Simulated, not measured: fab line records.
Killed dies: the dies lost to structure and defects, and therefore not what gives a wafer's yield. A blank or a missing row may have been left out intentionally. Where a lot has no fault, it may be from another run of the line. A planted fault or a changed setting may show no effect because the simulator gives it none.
Split-lot trial    flow n5_finfet    21 wafers read from 7 lots, route of 1938 steps

== ON THE SPLIT ==
At N5_MOL_CONTACT_COAG_COAT_34 (resist thk 40 nm), the setting spin_rpm was moved away from the recipe's 1500 rpm on 8 of the 21 wafers read, by -6.1% to +10.5%. For the rest of the wafers, this setting stayed at what the recipe calls for.

Reading taken at the split's own step.

== THE READING ==
CAR-EUV_of_MOL_CONTACT_COAG_COAT_34.thk_nm (the simulator's own value, which no gauge read), in nm, at N5_MOL_CONTACT_COAG_COAT_34 (resist thk 40 nm). The file does not state a usual value for it. The 13 wafers here that ran the recipe average 40.0 nm, standard deviation 0.12 nm.

wafer   tool, chamber at the split  spin_rpm as run, rpm  against the recipe  CAR-EUV_of_MOL_CONTACT_COAG_COAT_34.thk_nm, nm  against lot-mates on the recipe
L074.3  litho_track-03, 0           1409                  -6.1%               41.4                                            +1.3
L074.5  litho_track-03, 0           1500                  recipe              40.2                                            -
L074.6  litho_track-03, 0           1500                  recipe              40                                              -
L075.2  litho_track-03, 0           1500                  recipe              40                                              -
L075.6  litho_track-03, 0           1500                  recipe              40                                              -
L075.4  litho_track-03, 0           1543                  +2.9%               39.4                                            -0.6
L077.2  litho_track-05, 0           1416                  -5.6%               41.2                                            +1.2
L077.4  litho_track-05, 0           1416                  -5.6%               41.2                                            +1.2
L077.3  litho_track-05, 0           1500                  recipe              40                                              -
L079.1  litho_track-05, 0           1500                  recipe              40                                              -
L079.2  litho_track-05, 0           1632                  +8.8%               38.4                                            -1.6
L079.6  litho_track-05, 0           1632                  +8.8%               38.4                                            -1.6
L085.2  litho_track-03, 0           1500                  recipe              40.2                                            -
L085.5  litho_track-03, 0           1500                  recipe              40.2                                            -
L085.6  litho_track-03, 0           1500                  recipe              40                                              -
L089.1  litho_track-02, 0           1658                  +10.5%              38.2                                            -1.9
L089.3  litho_track-02, 0           1500                  recipe              40                                              -
L089.6  litho_track-02, 0           1500                  recipe              40.2                                            -
L097.1  litho_track-02, 0           1500                  recipe              39.8                                            -
L097.2  litho_track-02, 0           1500                  recipe              40                                              -
L097.4  litho_track-02, 0           1554                  +3.6%               39.2                                            -0.7

FIT RESULTS
A straight line over all 21 wafers: CAR-EUV_of_MOL_CONTACT_COAG_COAT_34.thk_nm changes by -0.193 nm for each +1% of spin_rpm; r = -0.99; the points scatter about the line by 0.12 nm.
The same after taking each lot's own level away (the mean of its wafers on the recipe; 21 wafers): -0.192 nm for each +1%; r = -0.99; scatter 0.089 nm.
According to that fit, moving spin_rpm by its largest amount changes the reading by 2 nm.
The lots' own levels span 39.90 to 40.13 nm, that is 2.0 times the standard deviation above.
The two slopes are in agreement: the lot-to-lot level therefore moves the slope only a little.
Check: with one of the wafers moved furthest among these (+10.5%) left out of the fit, the line predicts -2.03 nm for it against its lot-mates. Against them it came out at -1.9 nm.

== OTHER SPLITS APPLIED TO THESE WAFERS ==
These wafers also went through other splits before the reading. Each is held against what the fit with the lots' levels taken away leaves over:
other split on the same wafers       wafers away from the commonest value  r with CAR-EUV_of_MOL_CONTACT_COAG_COAT_34.thk_nm (lot level and that fit taken away)
N5_SDB_ALD_29 ald_cycles             8                                     +0.10
N5_GATE_CUT_COAT_27 spin_rpm         5                                     -0.13
N5_GATE_CUT_EXPOSE_10 dose_mj        7                                     +0.25
N5_MOL_CONTACT_COAG_PECVD_31 temp_c  8                                     +0.13

== THE FILE'S OWN FIT ==
CAR-EUV_of_MOL_CONTACT_COAG_COAT_34.thk_nm changes by -0.191 nm for each +1% of spin_rpm, r = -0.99.
